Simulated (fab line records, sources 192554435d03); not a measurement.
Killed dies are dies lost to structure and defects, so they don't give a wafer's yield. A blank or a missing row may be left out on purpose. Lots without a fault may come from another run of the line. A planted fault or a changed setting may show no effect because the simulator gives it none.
One fault seen from 3 desks | flow n5_finfet | each desk has only its own numbers; what lay behind them comes last

THE TOOL OWNER'S DESK: rie_metal-02
The tool's own readings at N5_MIM_TOP_ETCH_ETCH_00 (etches TiN in Cl2/BCl3, target depth 38.5 nm): means of the sampled wafers that have a number, for each lot that ran on this tool. A lot is out of limits, marked OUT, if its mean lies more than 4 standard deviations from the usual mean; the brackets give that distance.
Columns: A = bcl3_flow_sccm at N5_MIM_TOP_ETCH_ETCH_00, usual 21.74 sccm; B = bias_w at N5_MIM_TOP_ETCH_ETCH_00, usual 126.0 W; C = drypump_motor_current_A at N5_MIM_TOP_ETCH_ETCH_00, usual 6.0 A; D = oes_product_au at N5_MIM_TOP_ETCH_ETCH_00, usual 0.80 a.u.; E = throttle_valve_pct at N5_MIM_TOP_ETCH_ETCH_00, usual 22.71 %
lot  | first seen here | A     | B     | C   | D    | E
L531 | day 14 10:13    | 21.71 | 125.8 | 6.4 | 0.75 | 22.76
L538 | day 16 08:44    | 21.73 | 125.8 | 6.4 | 0.74 | 22.78
L537 | day 16 15:37    | 21.71 | 125.9 | 6.4 | 0.77 | 22.81
L545 | day 17 14:43    | 21.73 | 125.7 | 6.4 | 0.73 | 22.79
This desk's finding: nothing out of limits on any of the 4 lots.

THE METROLOGY DESK
What the gauges read, lot by lot, whatever tool the lot ran on: means of the sampled wafers that have a number. A lot is out of limits, marked OUT, if its mean lies more than 4 standard deviations from the usual mean; the brackets give that distance. Of its 11 readings 7 are shown: those that lie furthest out on some lot.
Columns: A = DIBL_P at N5_BEOL_M4_RC_MEAS_101, usual 36.1 mV/V; B = IOFF_P at N5_BEOL_M4_RC_MEAS_101, usual 0.21 nA/um; C = ION_N at N5_BEOL_M4_RC_MEAS_101, usual 675 uA/um; D = ION_P at N5_BEOL_M4_RC_MEAS_101, usual 464 uA/um; E = VT_N at N5_BEOL_M4_RC_MEAS_101, usual 250 mV; F = VT_P at N5_BEOL_M4_RC_MEAS_101, usual -249 mV; G = cd_nm at N5_MIM_TOP_LITHO_CD_MEAS_08, usual 1999.8 nm
lot  | first seen here | A    | B    | C   | D   | E   | F    | G
L525 | day 8 18:49     | 34.8 | 0.16 | 658 | 452 | 254 | -258 | 1995.5
L526 | day 8 23:21     | 35.5 | 0.20 | 677 | 464 | 250 | -250 | 2001.6
L528 | day 9 12:30     | 37.1 | 0.21 | 668 | 454 | 250 | -252 | 1997.7
L531 | day 10 04:10    | 37.0 | 0.23 | 684 | 468 | 246 | -250 | 2000.6
L535 | day 10 22:27    | 36.2 | 0.24 | 670 | 466 | 248 | -247 | 2002.0
L536 | day 11 04:11    | 33.9 | 0.20 | 666 | 463 | 251 | -250 | 2000.6
L537 | day 12 01:01    | 36.0 | 0.18 | 677 | 456 | 250 | -252 | 2002.1
L538 | day 12 03:53    | 36.3 | 0.22 | 671 | 464 | 249 | -248 | 1997.1
L540 | day 12 22:20    | 39.3 | 0.28 | 698 | 480 | 244 | -244 | 2001.2
L545 | day 13 14:01    | 39.4 | 0.29 | 682 | 470 | 245 | -243 | 1998.8
This desk's finding: nothing out of limits on any of the 10 lots.

THE DEFECT DESK
What the inspections along the route counted, lot by lot: means of the sampled wafers that have a number. A lot is out of limits, marked OUT, if its mean lies more than 4 standard deviations from the usual mean; the brackets give that distance.
Columns: A = raw_defect_count at N5_BEOL_M15_INSPECT_55, usual 75
lot  | first seen here | A
L526 | day 12 13:26    | 59
L525 | day 12 15:02    | 46
L528 | day 13 01:29    | 115
L531 | day 14 03:08    | 86
L535 | day 15 02:02    | 58
L536 | day 15 06:59    | 59
L538 | day 16 00:40    | 69
L537 | day 16 11:19    | 60
L540 | day 16 17:59    | 71
L545 | day 17 11:17    | 69
This desk's finding: nothing out of limits on any of the 10 lots.

PUT TOGETHER
The tool owner's desk saw nothing out of limits.
The metrology desk saw nothing out of limits.
The defect desk saw nothing out of limits.

WHAT THE SIMULATOR HAD PUT IN
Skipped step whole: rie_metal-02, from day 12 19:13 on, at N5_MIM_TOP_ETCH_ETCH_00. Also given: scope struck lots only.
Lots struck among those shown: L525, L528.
